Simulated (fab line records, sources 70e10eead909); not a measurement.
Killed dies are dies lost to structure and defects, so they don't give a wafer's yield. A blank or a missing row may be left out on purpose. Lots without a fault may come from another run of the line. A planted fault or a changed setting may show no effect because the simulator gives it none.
fab line records | flow nand_harc
record lots=12 wafers=36 last_day=33
route steps=1302 shown A_CONTACT@1040 END@1302
lots that met no fault: from a run of the same line without faults
start_h: hours from the record's first day to the start of the lot's first wafer shown | wait_h: hours since the lot's step before | " the same as in the row above | L1.1+2: a row that stands for several wafers | - no value, or no start given | * or withheld: withheld | < > ~ a bound
route shown NAME@n: a module of which the file shows steps, and the number in the route of the first | usual: mean/standard deviation of fault-free wafers | same: alike in all rows | chamber/n: place in a boat | sites: the reading at each site | _std_site: their standard deviation | _edge_site: outer sites' mean less inner sites' | radius_mm: how far each site lies from the wafer's centre | mask NAME#n: copy n | behind: the tool/chamber that last shaped the wafer | hold: why the lot was held/for how many hours/how that ended | device: the transistor (n, p or np) that didn't switch | end of line: the same wafers' tests at the end of the route | a step without rows: its recipe alone | killed: dies lost to structure and defects at the first sort, not the wafer's yield | map: a wafer's dies, x killed, . not, _ none there
set.NAME: the setting as run; set.NAME@STEP: as run at that earlier step | model.NAME: the simulator's own value behind a step, which no gauge read
steps of the route over a sample of lots; a table a step, a row a wafer
services: from which hour (start_h, from the record's first day; less than 0 if before it) a tool's chamber was out of use, for how many hours, and why
## steps
# step NHARC_A_CONTACT_OVL_MEAS_70
# usual overlay_x_nm=0.0/0.94 overlay_y_nm=0.3/0.68
# columns lot.wafer tool chamber start_h wait_h overlay_x_nm overlay_y_nm
L910.2 overlay-01 - 515.09 - -0.4 -0.1
L910.4 " - " " 0.0 0.7
L910.6 " - " " -0.2 0.4
L912.4 overlay-01 - 532.09 - 0.8 0.7
L912.5 " - " " 0.7 0.9
L912.6 " - " " 0.9 0.4
L913.3 overlay-02 - 532.41 - 0.1 -0.1
L913.4 " - " " 0.1 0.2
L913.6 " - " " -0.2 0.3
L915.3 overlay-02 - 545.62 - -0.3 1.1
L915.4 " - " " 0.1 1.6
L915.5 " - " " 0.9 1.4
L914.1 overlay-02 - 546.99 - 0.4 0.0
L914.4 " - " " 0.0 -0.3
L914.5 " - " " 0.2 0.0
L922.1 overlay-02 - 618.37 - 0.2 0.8
L922.3 " - " " -0.4 0.8
L922.4 " - " " -0.8 0.5
L923.2 overlay-01 - 636.71 - -0.6 -1.2
L923.4 " - " " -0.4 -0.1
L923.5 " - " " -0.2 -0.8
L924.1 overlay-01 - 637.75 - 1.6 -0.1
L924.3 " - " " 1.5 0.4
L924.6 " - " " 1.8 0.0
L928.1 overlay-01 - 689.42 - 1.2 1.5
L928.3 " - " " 1.4 0.8
L928.5 " - " " 1.1 1.4
L929.2 overlay-01 - 690.37 - -0.8 1.0
L929.4 " - " " -0.7 1.3
L929.6 " - " " -0.8 0.9
L930.2 overlay-01 - 713.02 - -0.7 1.4
L930.4 " - " " -0.8 1.6
L930.5 " - " " -1.6 0.8
L931.4 overlay-01 - 716.28 - 0.3 -0.1
L931.5 " - " " 0.1 0.4
L931.6 " - " " 0.0 -0.8
# step NHARC_A_CONTACT_ETCH_75
# recipe target_depth_a=390 over_etch_frac=0.3 time_s=65 ion_energy_ev=80 cf4_flow_sccm=150 ar_flow_sccm=0 rf_w=300 bias_w=100 chemistry=CF4
# usual drypump_motor_current_A=5.6/0.55 oes_product_au=0.996/0.011 rf_vpp_V=151.8/1.3 showerhead_plenum_p_Torr=1.82/0.068 throttle_valve_pct=13.283/0.0088
# same over_etch_frac=0.3
# columns lot.wafer tool chamber start_h wait_h drypump_motor_current_A oes_product_au rf_hours_counter_h rf_vpp_V showerhead_plenum_p_Torr throttle_valve_pct
L910.2 rie_diel-11 0 515.27 0.1 5.5 1.001 11 151.6 1.81 13.266
L910.4 " 3 " " 5.7 1.000 10 151.3 1.91 13.276
L910.6 " 1 " " 5.7 0.993 - 152.8 1.91 13.270
L912.4 rie_diel-09 3 532.28 0.1 4.7 1.001 7 150.6 1.77 13.276
L912.5 " 1 " " 6.2 0.984 - 150.8 1.74 13.281
L912.6 " 2 " " 5.0 0.979 - 153.1 1.91 13.306
L913.3 rie_diel-11 0 532.59 0.1 5.5 0.996 15 150.7 1.81 13.284
L913.4 " 2 " " 5.7 0.992 14 151.2 1.82 13.281
L913.6 " 1 " " 5.7 1.010 - 152.6 1.90 13.296
L915.3 rie_diel-02 1 545.87 0.2 6.3 0.981 47 152.0 1.79 13.287
L915.4 " 0 " " 6.7 1.005 50 152.1 1.87 13.283
L915.5 " 2 " " 5.7 0.974 - 150.4 1.79 13.309
L914.4 rie_diel-11 2 547.17 0.1 5.6 1.000 18 152.1 1.82 13.287
L914.1 " 0 " " 5.5 0.981 18 151.3 1.81 13.306
L914.5 " 3 " " 5.7 0.998 - 151.9 1.90 13.288
L922.4 rie_diel-02 2 618.60 0.1 5.7 1.001 10 151.2 1.78 13.282
L922.3 " 3 " " 4.9 0.986 8 150.0 1.68 13.275
L922.1 " 0 " " 6.7 1.011 8 151.4 1.86 13.278
L923.2 rie_diel-11 3 636.90 0.1 5.7 1.011 2 152.6 1.90 13.279
L923.4 " 1 " " 5.7 0.994 2 153.9 1.90 13.272
L923.5 " 2 " " 5.7 1.002 - 151.1 1.81 13.294
L924.1 rie_diel-02 0 637.94 0.1 6.8 1.002 16 152.4 1.86 13.287
L924.3 " 1 " " 6.3 0.977 18 151.3 1.78 13.286
L924.6 " 3 " " 4.9 0.992 - 150.1 1.68 13.285
L928.3 rie_diel-11 0 689.61 0.1 5.5 1.006 10 150.9 1.80 13.267
L928.1 " 2 " " 5.7 1.000 10 152.4 1.81 13.282
L928.5 " 3 " " 5.7 1.019 - 154.1 1.90 13.293
L929.4 rie_diel-02 0 690.56 0.1 6.7 0.997 34 151.1 1.86 13.284
L929.2 " 2 " " 5.7 0.992 31 151.3 1.78 13.290
L929.6 " 1 " " 6.3 0.995 - 150.8 1.78 13.281
L930.2 rie_diel-11 3 713.21 0.1 5.7 1.009 16 152.1 1.90 13.281
L930.4 " 0 " " 5.5 1.016 15 150.5 1.80 13.291
L930.5 " 2 " " 5.7 0.980 - 152.9 1.81 13.282
L931.4 rie_diel-09 2 716.46 0.1 4.9 0.998 16 153.1 1.88 13.275
L931.6 " 1 " " 6.2 1.004 - 151.2 1.73 13.283
L931.5 " 2 " " 5.0 0.996 - 153.6 1.88 13.283
# step NHARC_A_CONTACT_ETCH_76
# recipe target_depth_a=2600 over_etch_frac=0.3 time_s=475.3 ion_energy_ev=200 n2_flow_sccm=150 h2_flow_sccm=150 ar_flow_sccm=0 rf_w=400 bias_w=150 chemistry=N2/H2
# usual drypump_motor_current_A=5.6/0.55 oes_product_au=0.996/0.01 rf_vpp_V=432.3/2.4 showerhead_plenum_p_Torr=2.10/0.085 throttle_valve_pct=14.172/0.0086
# same over_etch_frac=0.3
# columns lot.wafer tool chamber start_h wait_h drypump_motor_current_A oes_product_au rf_hours_counter_h rf_vpp_V showerhead_plenum_p_Torr throttle_valve_pct
L910.4 rie_diel-11 2 - - 5.7 0.996 11 433.2 2.11 14.185
L910.2 " 3 " " 5.8 1.004 10 436.3 2.21 14.157
L910.6 " 1 " " 5.8 1.001 - 436.4 2.21 14.170
L912.4 rie_diel-09 2 - - 5.0 0.992 7 433.8 2.22 14.164
L912.6 " 2 " " 5.0 0.983 - 435.2 2.22 14.162
L912.5 " 3 " " 4.7 1.000 - 429.3 2.03 14.173
L913.3 rie_diel-11 1 - - 5.8 0.991 15 435.3 2.21 14.173
L913.4 " 0 " " 5.5 0.994 15 432.9 2.09 14.185
L913.6 " 2 " " 5.7 0.993 - 433.3 2.10 14.173
L915.4 rie_diel-02 3 - - 4.9 0.992 51 428.5 1.93 14.168
L915.3 " 1 " " 6.3 0.995 47 431.6 2.07 14.178
L915.5 " 2 " " 5.7 0.992 - 431.2 2.07 14.180
L914.4 rie_diel-11 0 - - 5.6 0.994 18 430.3 2.09 14.178
L914.1 " 1 " " 5.8 1.001 18 436.0 2.21 14.166
L914.5 " 0 " " 5.5 0.990 - 431.6 2.09 14.174
L922.3 rie_diel-02 0 - - 6.7 0.998 8 433.9 2.16 14.168
L922.1 " 1 " " 6.3 0.996 9 431.3 2.06 14.172
L922.4 " 2 " " 5.7 1.004 10 432.2 2.06 14.170
L923.4 rie_diel-11 2 - - 5.7 0.991 2 431.6 2.10 14.178
L923.2 " 3 " " 5.7 1.004 2 435.1 2.21 14.171
L923.5 " 3 " " 5.7 1.009 - 435.5 2.21 14.166
L924.1 rie_diel-02 0 - - 6.7 0.997 16 434.0 2.16 14.167
L924.3 " 2 " " 5.7 0.992 19 430.5 2.06 14.160
L924.6 " 0 " " 6.7 0.993 - 434.4 2.16 14.181
L928.3 rie_diel-11 0 - - 5.5 1.008 10 432.0 2.08 14.174
L928.1 " 2 " " 5.6 0.991 10 432.3 2.10 14.175
L928.5 " 0 " " 5.5 0.997 - 431.5 2.08 14.174
L929.2 rie_diel-02 1 - - 6.3 1.000 33 430.3 2.05 14.170
L929.4 " 3 " " 4.9 0.982 32 427.4 1.92 14.167
L929.6 " 1 " " 6.3 0.991 - 430.8 2.05 14.187
L930.4 rie_diel-11 1 - - 5.8 0.984 16 435.8 2.20 14.188
L930.2 " 3 " " 5.8 1.011 16 435.9 2.20 14.156
L930.5 " 1 " " 5.8 1.007 - 434.8 2.20 14.176
L931.4 rie_diel-09 2 - - 5.0 0.986 16 434.0 2.19 14.165
L931.5 " 3 " " 4.7 1.003 - 431.9 2.01 14.167
L931.6 " 0 " " 6.1 1.001 - 430.7 2.13 14.173
# step NHARC_A_CONTACT_ETCH_97
# recipe target_depth_a=200 over_etch_frac=0.5 time_s=10 ion_energy_ev=250 c4f6_flow_sccm=25 o2_flow_sccm=20 ar_flow_sccm=500 rf_w=600 bias_w=500 chemistry=C4F6/O2
# usual drypump_motor_current_A=5.7/0.38 oes_product_au=0.954/0.023 rf_vpp_V=549.9/2.8 showerhead_plenum_p_Torr=4.08/0.13 throttle_valve_pct=26.903/0.0084
# same over_etch_frac=0.5
# columns lot.wafer tool chamber start_h wait_h drypump_motor_current_A oes_product_au rf_hours_counter_h rf_vpp_V showerhead_plenum_p_Torr throttle_valve_pct
L910.2 rie_diel-11 2 519.25 - 5.7 0.942 12 548.6 4.04 26.907
L910.4 " 3 " " 5.8 0.943 11 553.6 4.22 26.906
L910.6 " 2 " " 5.7 0.946 - 550.0 4.04 26.903
L912.4 rie_diel-11 2 536.25 - 5.7 0.758 15 548.6 4.03 26.909
L912.6 " 2 " " 5.7 0.763 - 548.5 4.03 26.918
L912.5 " 3 " " 5.8 0.960 - 551.3 4.22 26.900
L913.3 rie_diel-02 3 536.60 - 4.9 0.937 46 542.2 3.74 26.901
L913.4 " 0 " " 6.7 0.950 47 550.8 4.14 26.882
L913.6 " 0 " " 6.7 0.947 - 552.1 4.14 26.899
L915.4 rie_diel-11 0 549.95 - 5.5 0.754 19 550.2 4.01 26.913
L915.3 " 3 " " 5.8 0.958 19 554.7 4.21 26.902
L915.5 " 0 " " 5.6 0.940 - 549.1 4.01 26.897
L914.4 rie_diel-11 2 551.16 - 5.7 0.757 18 548.0 4.03 26.901
L914.1 " 3 " " 5.7 0.956 19 553.1 4.22 26.913
L914.5 " 2 " " 5.7 0.943 - 549.3 4.03 26.890
L922.4 rie_diel-11 3 622.61 - 5.7 1.019 0 553.4 4.21 26.900
L922.3 " 1 " " 5.8 0.995 0 551.4 4.21 26.915
L922.1 " 2 " " 5.7 0.992 0 549.9 4.03 26.892
L923.4 rie_diel-11 1 641.58 - 5.8 0.920 3 552.7 4.21 26.911
L923.2 " 2 " " 5.7 0.942 3 548.6 4.02 26.900
L923.5 " 0 " " 5.5 0.958 - 547.9 4.00 26.910
L924.1 rie_diel-11 3 641.94 - 5.8 0.968 4 552.4 4.21 26.909
L924.3 " 1 " " 5.8 0.937 3 552.0 4.21 26.894
L924.6 " 3 " " 5.7 0.967 - 552.8 4.21 26.899
L928.3 rie_diel-11 3 693.61 - 5.8 0.962 12 551.7 4.20 26.910
L928.1 " 1 " " 5.7 0.929 13 553.9 4.20 26.907
L928.5 " 0 " " 5.5 0.947 - 547.2 4.00 26.910
L929.4 rie_diel-11 1 694.56 - 5.8 0.935 13 550.6 4.20 26.887
L929.2 " 2 " " 5.7 0.942 11 548.3 4.02 26.896
L929.6 " 0 " " 5.5 0.950 - 549.4 4.00 26.910
L930.4 rie_diel-11 3 717.19 - 5.8 0.948 17 552.9 4.20 26.911
L930.2 " 2 " " 5.7 0.935 16 548.7 4.02 26.899
L930.5 " 0 " " 5.5 0.953 - 547.6 3.99 26.899
L931.4 rie_diel-09 2 720.51 - 5.0 0.938 18 551.9 4.17 26.894
L931.5 " 2 " " 5.0 0.939 - 552.4 4.17 26.903
L931.6 " 3 " " 4.7 0.933 - 546.0 3.87 26.894
# step NHARC_END_SORT_01
# recipe temp_c=25
# usual killed_at_array=55/23 killed_at_other=1.0/1.2 killed_at_periphery=3.2/2.7 killed_dies=59/23 killed_open=3.1/1.6 killed_short=2.2/1.5
# same gross_dies=677
# columns lot.wafer tool chamber start_h wait_h killed_at_array killed_at_other killed_at_periphery killed_dies killed_open killed_short
L912.4 prober-01 0 595.58 3.4 222 1 5 228 4 0
L912.5 prober-01 0 596.37 3.7 72 0 3 75 4 1
L912.6 prober-01 0 597.17 4.0 235 0 2 237 4 4
L914.1 prober-02 0 604.53 2.5 45 2 0 47 3 2
L914.4 prober-02 0 606.94 3.4 170 0 2 172 4 3
L914.5 prober-02 0 607.75 3.7 47 0 3 50 3 1
L915.3 prober-01 0 606.05 3.1 83 1 6 90 2 5
L915.4 prober-01 0 606.85 3.4 207 2 7 216 2 9
L915.5 prober-01 0 607.65 3.7 58 2 7 67 4 3
L924.3 prober-01 0 696.36 3.1 51 2 1 54 3 3
# killed by level:class
L912.4 A_CONTACT:area_etch=163 A_CHANNEL_HOLE_D2:chamber_film_flake=30 A_CHANNEL_HOLE_D1:chamber_film_flake=18 P_ZERO_WELL:chamber_film_flake=3 A_STAIRCASE:chamber_film_flake=3 P_STI:chamber_film_flake=2 A_CHANNEL_FILL_D2:chamber_film_flake=2 A_SLIT:chamber_film_flake=2
L912.5 A_CHANNEL_HOLE_D1:chamber_film_flake=32 A_CHANNEL_HOLE_D2:chamber_film_flake=28 A_STAIRCASE:chamber_film_flake=3 P_STI:chamber_film_flake=2 A_CHANNEL_FILL_D1:geometric_particle:open=1 A_SGD_CUT:geometric_particle:short=1 A_WL_FILL:geometric_particle:open=1 A_BLC:geometric_particle:open=1
L912.6 A_CONTACT:area_etch=160 A_CHANNEL_HOLE_D1:chamber_film_flake=38 A_CHANNEL_HOLE_D2:chamber_film_flake=27 A_CONTACT:chamber_film_flake=2 P_CONTACT:geometric_particle:short=1 P_CONTACT:geometric_particle:open=1 A_ONON_D1:geometric_particle:short=1 A_CHANNEL_HOLE_D1:geometric_particle:short=1
L914.1 A_SLIT:chamber_film_flake=24 A_CHANNEL_HOLE_D2:chamber_film_flake=10 A_CHANNEL_HOLE_D1:chamber_film_flake=3 STARTING-WAFER:geometric_particle:open=2 A_M1:chamber_film_flake=2 A_SOURCE_PLATE:geometric_particle:short=1 A_CHANNEL_HOLE_D1:geometric_particle:short=1 A_WL_FILL:geometric_particle:open=1
L915.3 A_CHANNEL_HOLE_D1:chamber_film_flake=40 A_CHANNEL_HOLE_D2:chamber_film_flake=26 A_CONTACT:chamber_film_flake=7 A_M1:chamber_film_flake=4 P_M2:chamber_film_flake=2 A_WL_FILL:chamber_film_flake=2 P_STI:geometric_particle:short=1 P_CONTACT:geometric_particle:short=1
L915.4 A_CONTACT:area_etch=114 A_CHANNEL_HOLE_D2:chamber_film_flake=39 A_CHANNEL_HOLE_D1:chamber_film_flake=36 P_ZERO_WELL:chamber_film_flake=4 A_CONTACT:chamber_film_flake=4 A_CHANNEL_FILL_D2:geometric_particle:short=3 A_ONON_D1:geometric_particle:short=2 A_WL_FILL:geometric_particle:short=2
L914.4 A_CONTACT:area_etch=125 A_SLIT:chamber_film_flake=22 A_CHANNEL_HOLE_D1:chamber_film_flake=6 A_CHANNEL_HOLE_D2:chamber_film_flake=5 A_CONTACT:chamber_film_flake=3 A_CHANNEL_FILL_D2:geometric_particle:open=2 A_STAIRCASE:chamber_film_flake=2 P_CONTACT:geometric_particle:open=1
L915.5 A_CHANNEL_HOLE_D1:chamber_film_flake=24 A_CHANNEL_HOLE_D2:chamber_film_flake=20 P_ZERO_WELL:chamber_film_flake=3 P_M2:chamber_film_flake=3 A_CONTACT:chamber_film_flake=3 A_CHANNEL_FILL_D1:geometric_particle:open=2 A_CHANNEL_FILL_D1:chamber_film_flake=2 A_M1:chamber_film_flake=2
L914.5 A_SLIT:chamber_film_flake=27 A_CHANNEL_HOLE_D2:chamber_film_flake=11 A_CONTACT:chamber_film_flake=3 A_SOURCE_PLATE:geometric_particle:open=2 P_ZERO_WELL:chamber_film_flake=2 A_CHANNEL_HOLE_D1:chamber_film_flake=2 P_M2:geometric_particle:open=1 A_WL_FILL:geometric_particle:short=1
L924.3 A_CHANNEL_HOLE_D2:chamber_film_flake=19 A_CHANNEL_HOLE_D1:chamber_film_flake=9 A_SLIT:chamber_film_flake=6 A_CONTACT:chamber_film_flake=4 A_STAIRCASE:chamber_film_flake=3 A_DECK1_JOINT:chamber_film_flake=2 A_WL_FILL:chamber_film_flake=2 THIN_TSV:chamber_film_flake=2
## services
# columns tool chamber start_h hours kind
rie_diel-09 - 497.17 9.0 pm
rie_diel-11 0 515.03 - clean
rie_diel-11 1 515.03 - clean
rie_diel-11 2 515.03 - clean
rie_diel-11 3 515.03 - clean
rie_diel-11 0 539.53 - clean
rie_diel-11 1 539.53 - clean
rie_diel-11 2 539.53 - clean
rie_diel-11 3 539.53 - clean
rie_diel-09 1 539.60 45.0 repair
rie_diel-11 0 564.03 - clean
rie_diel-11 1 564.03 - clean
rie_diel-11 2 564.03 - clean
rie_diel-11 3 564.03 - clean
rie_diel-11 0 568.61 6.3 repair
rie_diel-02 - 570.88 9.0 pm
rie_diel-11 0 588.53 - clean
rie_diel-11 1 588.53 - clean
rie_diel-11 2 588.53 - clean
rie_diel-09 0 589.90 6.2 repair
rie_diel-11 - 609.53 9.0 pm
rie_diel-11 0 659.83 12.7 repair
rie_diel-09 - 674.17 9.0 pm
rie_diel-02 1 717.94 7.2 repair
## key
first_sign step=NHARC_A_CONTACT_ETCH_97 reading=oes_product_au direction=down sigmas=8.5 usual=0.954 struck=0.758
effect step=NHARC_END_SORT_01 reading=killed_at_array direction=up sigmas=6.8 usual=55 struck=208
more_kills_born_at NHARC_A_CONTACT_ETCH_97@rie_diel-11=562
met_at NHARC_A_CONTACT_ETCH_97
struck_lots L912,L914,L915
struck_wafers L912.4,L912.6,L914.4,L915.4
tester_left_out L912,L914,L915
not_acting_at NHARC_A_CONTACT_OVL_MEAS_70,NHARC_A_CONTACT_ETCH_75,NHARC_A_CONTACT_ETCH_76
onset_between 519.25 536.25
fault kind=process_parameter_drift tool=rie_diel-11 chamber=- onset_h=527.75 steps=NHARC_A_CONTACT_ETCH_97 channel=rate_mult offset=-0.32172 shape=step end_h=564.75 scope=struck_wafers_only
# tester_left_out: of these lots the tester's yield and bins aren't shown, on N5 and GAA mostly nor the transistor test; their killed dies are dies lost to structure and defects alone, not to doping, threshold or leakage, so they don't give the yield
